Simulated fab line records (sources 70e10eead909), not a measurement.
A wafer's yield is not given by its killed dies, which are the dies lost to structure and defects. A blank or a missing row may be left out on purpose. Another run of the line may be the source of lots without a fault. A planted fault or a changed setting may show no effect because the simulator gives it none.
Matching of chambers ; flow nand_harc ; pecvd-01 running NHARC_P_M0_PRE_CLEAN_31: 3 sister chambers
The step time 12 s. 14 wafers are shown with their chamber, then 7 later ones without.

## EACH WAFER AND ITS CHAMBER
wafer;chamber;heater_power_w (W)
L076.2;0;672
L076.3;1;753
L076.5;0;624
L079.3;1;846
L079.5;2;652
L079.6;0;681
L084.3;1;834
L084.5;1;816
L084.6;2;759
L086.1;2;716
L086.5;2;699
L086.6;0;697
L089.3;1;804
L089.5;1;822

SIGNATURES, as means of the wafers listed above
reading;chamber 0;chamber 1;chamber 2;scatter within a chamber
heater_power_w;668.50;812.50;706.50;35.8
Rule: a wafer lies at a distance from a chamber equal to the root of the sum of squares, over the readings, of (its reading less the chamber's mean, divided by the reading's scatter). If the next closest chamber is less than 2 further off than the closest, the wafer can't be placed; otherwise it belongs to the closest. The scatter is the square root of a quotient: the sum, over the shown wafers, of each reading's squared deviation from its chamber's mean, divided by wafers minus chambers.

## WAFERS MISSING THEIR CHAMBER
wafer;heater_power_w (W)
L089.6;692
L092.3;680
L092.5;682
L092.6;759
L097.2;682
L097.4;705
L097.6;753

## CHAMBER TAKEN BY EACH
wafer;from the rows above;in truth
L089.6;can't be placed: 2 or 0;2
L092.3;can't be placed: 0 or 2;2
L092.5;can't be placed: 0 or 2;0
L092.6;can't be placed: 2 or 1 or 0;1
L097.2;can't be placed: 0 or 2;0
L097.4;can't be placed: 2 or 0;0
L097.6;can't be placed: 2 or 1 or 0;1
Correct placement for 0 of the 7. Cannot be placed on the basis of these rows: 7; the candidates contain the true chamber in 7. Wrongly placed: 0.
